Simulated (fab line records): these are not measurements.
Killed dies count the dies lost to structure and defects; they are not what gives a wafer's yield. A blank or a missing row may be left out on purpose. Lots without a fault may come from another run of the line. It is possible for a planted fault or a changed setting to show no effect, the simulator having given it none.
Which tool is to blame? -- flow n5_finfet -- Sampling: 9 lots, 27 wafers, 5 of 1938 route steps

WHAT EACH GAUGE READ, for each wafer
N5_BEOL_M4_RC_MEAS_101.
lot,measured,on,DIBL_N (mV/V),DIBL_P (mV/V),IOFF_N (nA/um),IOFF_P (nA/um),ION_N (uA/um),ION_P (uA/um),SS_N (mV/dec),SS_P (mV/dec),VT_N (mV),VT_P (mV)
L458,day 11 02:35,prober-02,35.9 38.2 34.9,36.2 38.8 34.9,0.143 0.187 0.126,0.197 0.249 0.177,676 691 664,470 468 458,71.2 71.9 71.0,73.5 74.2 73.4,251.3 247.9 253.5,-252 -249 -254
L460,day 11 01:40,prober-02,36.6 37.0 36.9,38.9 39.9 39.0,0.186 0.209 0.191,0.239 0.253 0.232,683 693 682,467 470 470,71.1 71.8 71.4,74.4 73.7 73.8,248.0 244.0 246.5,-248 -245 -248
L462,day 11 17:19,prober-01,35.5 35.6 34.5,36.4 35.9 34.3,0.156 0.150 0.128,0.206 0.193 0.184,684 678 677,467 459 465,71.7 71.8 71.5,72.9 73.1 73.3,251.6 252.3 252.6,-251 -254 -252
L467,day 12 23:46,prober-02,35.7 36.7 36.8,35.1 35.9 36.9,0.158 0.175 0.188,0.179 0.192 0.210,681 680 689,454 455 463,71.3 71.9 72.1,73.0 73.6 73.7,252.5 246.2 249.9,-254 -254 -250
L472,day 14 08:17,prober-02,35.0 35.2 36.1,36.7 35.8 37.5,0.145 0.135 0.160,0.218 0.209 0.250,684 681 686,475 474 481,71.1 71.5 71.6,73.9 73.2 73.1,249.7 251.7 249.6,-248 -251 -246
L473,day 14 13:41,prober-01,36.9 35.9 35.0,36.6 36.2 35.2,0.173 0.165 0.147,0.202 0.208 0.184,686 693 682,460 468 463,71.6 71.5 70.8,73.0 73.9 72.8,248.1 248.6 249.1,-253 -250 -251
L475,day 14 12:09,prober-02,38.8 36.4 38.4,39.4 36.0 38.4,0.225 0.173 0.204,0.302 0.244 0.288,700 682 687,475 471 479,72.1 71.6 71.8,74.0 72.6 74.0,243.9 246.0 246.0,-244 -245 -244
L478,day 15 21:52,prober-02,36.5 34.9 34.3,36.1 33.7 34.0,0.189 0.157 0.154,0.268 0.225 0.230,692 680 686,478 474 477,71.5 71.4 71.4,73.4 72.5 72.6,246.6 248.0 248.0,-241 -245 -246
L479,day 16 07:52,prober-02,38.1 37.7 39.2,38.1 36.9 38.9,0.181 0.170 0.206,0.251 0.233 0.258,678 691 690,468 469 463,72.3 72.2 72.1,74.5 74.4 73.9,248.3 249.1 245.9,-249 -247 -249

WHAT TOOL EACH LOT RAN ON (gives the tool, then ch and the chambers of the sampled wafers, and finally the start)
lot,N5_BEOL_M0_SAQP_RECESS_109,N5_BEOL_M0_SAQP_MANDREL2_REMOVE_110,N5_BEOL_M0_SAQP_COAT_34,N5_BEOL_M0_SAQP_ETCH_73
L458,"vapor_etch-02 ch 0,1, day 6 06:40","rie_si-03 ch 0,2,3, day 6 07:31","litho_track-01 ch 0, day 6 07:40","rie_diel-02 ch 0,1,2, day 6 08:07"
L460,"vapor_etch-01 ch 0,1, day 6 11:02","rie_si-05 ch 0,1,3, day 6 12:11","litho_track-04 ch 0, day 6 12:20","rie_diel-03 ch 0,2, day 6 13:02"
L462,"vapor_etch-01 ch 0,1, day 7 00:34","rie_si-03 ch 0,1,2, day 7 02:16","litho_track-01 ch 0, day 7 02:25","rie_diel-05 ch 0,1, day 7 02:52"
L467,"vapor_etch-01 ch 0,1, day 10 12:53","rie_si-03 ch 0,1,3, day 10 13:41","litho_track-01 ch 0, day 10 13:50","rie_diel-03 ch 1,2,3, day 10 14:17"
L472,"vapor_etch-02 ch 1, day 11 18:38","rie_si-06 ch 0,2,3, day 11 22:50","litho_track-05 ch 0, day 11 22:59","rie_diel-05 ch 0,1, day 11 23:25"
L473,"vapor_etch-01 ch 0,1, day 11 18:47","rie_si-03 ch 0,1,3, day 11 23:20","litho_track-01 ch 0, day 11 23:29","rie_diel-03 ch 0,3, day 12 00:26"
L475,"vapor_etch-01 ch 0,1, day 11 19:22","rie_si-06 ch 0,3, day 11 23:36","litho_track-01 ch 0, day 11 23:45","rie_diel-03 ch 0,1,2, day 12 00:41"
L478,"vapor_etch-02 ch 0,1, day 13 00:52","rie_si-03 ch 0,2,3, day 13 02:37","litho_track-05 ch 0, day 13 02:46","rie_diel-02 ch 0,1,2, day 13 03:25"
L479,"vapor_etch-01 ch 0,1, day 13 03:52","rie_si-05 ch 0,1,2, day 13 07:02","litho_track-04 ch 0, day 13 07:11","rie_diel-05 ch 0,1,2, day 13 07:38"
- N5_BEOL_M0_SAQP_RECESS_109: chemistry HF/NH3, target SiO2, target depth 3 nm, afs cycles 1, sublimation time 60 s.
- N5_BEOL_M0_SAQP_MANDREL2_REMOVE_110: chemistry HBr/Cl2/O2, target a-Si, stops on SiCN, bt time 10 s.
- N5_BEOL_M0_SAQP_COAT_34: resist thk 30 nm.
- N5_BEOL_M0_SAQP_ETCH_73: etches SiARC in CF4, target depth 19.5 nm, time 32.5 s.

AS READ BY THE TOOLS THEMSELVES (means over the sampled wafers that have a number; for cases with no such wafer, the mark the record gives instead)
N5_BEOL_M0_SAQP_RECESS_109.
lot,tool,drypump_motor_current_A (A)
L458,vapor_etch-02,5.85
L460,vapor_etch-01,6.00
L462,vapor_etch-01,6.06
L467,vapor_etch-01,5.98
L472,vapor_etch-02,5.94
L473,vapor_etch-01,6.07
L475,vapor_etch-01,5.97
L478,vapor_etch-02,5.87
L479,vapor_etch-01,6.07

N5_BEOL_M0_SAQP_MANDREL2_REMOVE_110.
lot,tool,drypump_motor_current_A (A),oes_product_au (a.u.),throttle_valve_pct (%)
L458,rie_si-03,5.5,1.012,36.77
L460,rie_si-05,5.7,1.001,36.99
L462,rie_si-03,6.0,1.008,36.63
L467,rie_si-03,5.4,1.006,36.95
L472,rie_si-06,5.4,1.000,36.66
L473,rie_si-03,5.4,1.004,36.96
L475,rie_si-06,5.2,1.013,36.79
L478,rie_si-03,5.5,0.997,36.78
L479,rie_si-05,5.3,0.987,36.76

N5_BEOL_M0_SAQP_COAT_34.
lot,tool,spin_speed_rpm (rpm)
L458,litho_track-01,1499.4
L460,litho_track-04,1500.4
L462,litho_track-01,1501.2
L467,litho_track-01,1499.8
L472,litho_track-05,1500.5
L473,litho_track-01,1315.1
L475,litho_track-01,1317.1
L478,litho_track-05,1500.7
L479,litho_track-04,1500.8

N5_BEOL_M0_SAQP_ETCH_73.
lot,tool,drypump_motor_current_A (A),etch_rf_on_time_s (s),oes_product_au (a.u.),rf_vpp_V (V),showerhead_plenum_p_Torr (Torr),throttle_valve_pct (%)
L458,rie_diel-02,5.5,32.4,0.66,183.6,2.11,15.75
L460,rie_diel-03,5.8,32.3,0.64,184.0,2.12,15.69
L462,rie_diel-05,5.7,33.2,0.65,184.4,2.14,15.41
L467,rie_diel-03,5.6,32.6,0.60,183.8,2.13,15.84
L472,rie_diel-05,5.5,33.0,0.69,184.6,2.15,15.37
L473,rie_diel-03,5.8,32.4,0.65,185.5,2.23,15.71
L475,rie_diel-03,5.8,32.5,0.62,184.1,2.14,15.82
L478,rie_diel-02,5.5,32.0,0.71,183.0,2.10,15.65
L479,rie_diel-05,5.8,32.7,0.68,184.1,2.13,15.50

THE ANSWER, worked out from the rows above alone
Rule: the usual values come from the lots themselves. Put in order of their means at a reading, lots are off if they are a third of the lots or fewer, leave a main group of 4 or more, and stand apart from it by a gap of 3 or more times the standard deviation of the main group's means; of several such gaps the widest counts. Not used: any main group whose means are identical at the precision the tables above print for the reading. A lot without any number at a reading at which 4 lots or more have one is off too. Where the step has rows for the other lots, those lots are counted as sound. Order of review: gauges by route order, followed by the tools' own readings, for which a lot's mean as printed above is used. The first step at which some lot is off is used, and at that step the reading that is off furthest; a lot without a number counts as furthest.
Off, at N5_BEOL_M0_SAQP_COAT_34 on spin_speed_rpm: L473, L475. The main group has a mean of 1500.4 rpm with a standard deviation of 0.57.
If a tool, at that step or one of the process steps before it, ran each lot that is off and ran no sound lot following the first of them, it fits. One candidate fits, namely litho_track-01 at N5_BEOL_M0_SAQP_COAT_34. A fault onset in the window from L467 (day 10 13:50, its last sound lot) to L473 (day 11 23:29, its first lot off) fits.
The tool's own readings at N5_BEOL_M0_SAQP_COAT_34 bear it out: on the lots that are off they differ by more than 5 times the standard deviation of the sound lots' means. spin_speed_rpm reads 1316.1 rpm there against 1500.4 rpm on the sound lots.

WHAT THE SIMULATOR HAD PUT IN
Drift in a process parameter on litho_track-01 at N5_BEOL_M0_SAQP_COAT_34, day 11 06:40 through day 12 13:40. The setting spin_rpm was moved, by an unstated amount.
Struck lots among those shown: L475, L473. The same result came from the rule above.
